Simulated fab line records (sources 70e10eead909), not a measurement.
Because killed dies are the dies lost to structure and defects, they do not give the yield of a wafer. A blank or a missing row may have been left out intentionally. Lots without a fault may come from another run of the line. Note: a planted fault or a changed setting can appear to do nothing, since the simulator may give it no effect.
A single fault, viewed from 3 desks ; flow nand harc ; numbers are kept per desk, each desk with only its own; the story behind them comes last

== THE TOOL OWNER'S DESK: rie diel-04 ==
The tool's own readings at NHARC_A_CONTACT_ETCH_75 (etches the open film in CF4, target depth 39 nm, time 65 s): means of the sampled wafers that have a number, for each lot that ran on this tool. The brackets show how far a lot's mean lies from the usual mean; more than 4 standard deviations puts the lot out of limits, marked OUT.
Columns: A = drypump motor current A at NHARC_A_CONTACT_ETCH_75, usual 5.7 A; B = oes product au at NHARC_A_CONTACT_ETCH_75, usual 0.995 a.u.; C = rf vpp V at NHARC_A_CONTACT_ETCH_75, usual 151.4 V; D = run length s at NHARC_A_CONTACT_ETCH_75, usual 86.3 s; E = showerhead plenum p Torr at NHARC_A_CONTACT_ETCH_75, usual 1.78 Torr; F = throttle valve pct at NHARC_A_CONTACT_ETCH_75, usual 13.284 %
lot;first seen here;A;B;C;D;E;F
L706;day 17 07:39;5.7;1.013;151.3;86.3;1.78;13.284
L715;day 19 22:05;5.7;1.013;152.2;70.1 (-46) OUT;1.82;13.285
L714;day 20 09:14;5.5;0.992;151.0;70.1 (-46) OUT;1.78;13.282
This desk's verdict: out of limits on L714, L715, starting with L715 at day 19 22:05 (run length s at NHARC_A_CONTACT_ETCH_75). Within limits: L706.

== FROM THE METROLOGY DESK ==
What the gauges read for every lot (on any tool): the sampled wafers with a number, averaged. The brackets show how far a lot's mean lies from the usual mean; more than 4 standard deviations puts the lot out of limits, marked OUT.
Columns: A = cd nm at NHARC_A_CONTACT_CD_MEAS_69, usual 200.1 nm; B = overlay x nm at NHARC_A_CONTACT_OVL_MEAS_70, usual -0.1 nm; C = overlay y nm at NHARC_A_CONTACT_OVL_MEAS_70, usual -0.3 nm
lot;first seen here;A;B;C
L706;day 17 07:23;199.2;0.7;-1.1
L707;day 17 11:04;200.9;1.4;0.3
L715;day 19 21:48;200.5;-1.1;-1.4
L714;day 20 08:34;199.1;-0.8;-0.1
L721;day 21 02:14;200.7;-1.0;-0.6
L724;day 21 18:05;200.0;1.2;-0.5
This desk's verdict: no lot among the 6 shows anything out of limits.

== THE DEFECT DESK ==
What the inspections along the route counted, lot by lot: means of the sampled wafers that have a number. The brackets show how far a lot's mean lies from the usual mean; more than 4 standard deviations puts the lot out of limits, marked OUT.
Columns: A = raw defect count at NHARC_A_CONTACT_INSPECT_71, usual 28
lot;first seen here;A
L706;day 17 07:30;26
L707;day 17 11:11;13
L715;day 19 21:55;32
L714;day 20 08:41;11
L721;day 21 02:22;19
L724;day 21 18:13;38
This desk's verdict: no lot among the 6 shows anything out of limits.

== PUT TOGETHER ==
On L714, L715, at day 19 22:05, an alarm was possible from the tool owner's desk.
From the metrology desk's view, nothing was out of limits.
Nothing the defect desk looked at was out of limits.
The metrology desk has L714, L715 on record, within its limits.
The defect desk has L714, L715 on record, within its limits.
NHARC_A_CONTACT_ETCH_75 was run on rie diel-04 by each of the lots named.

== WHAT THE SIMULATOR PUT IN ==
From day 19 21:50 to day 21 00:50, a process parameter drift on rie diel-04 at NHARC_A_CONTACT_ETCH_75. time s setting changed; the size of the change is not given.
Struck lots among those shown: L714, L715.
Hours from the fault's start to each desk's first reading out of limits: the tool owner's desk, 0.
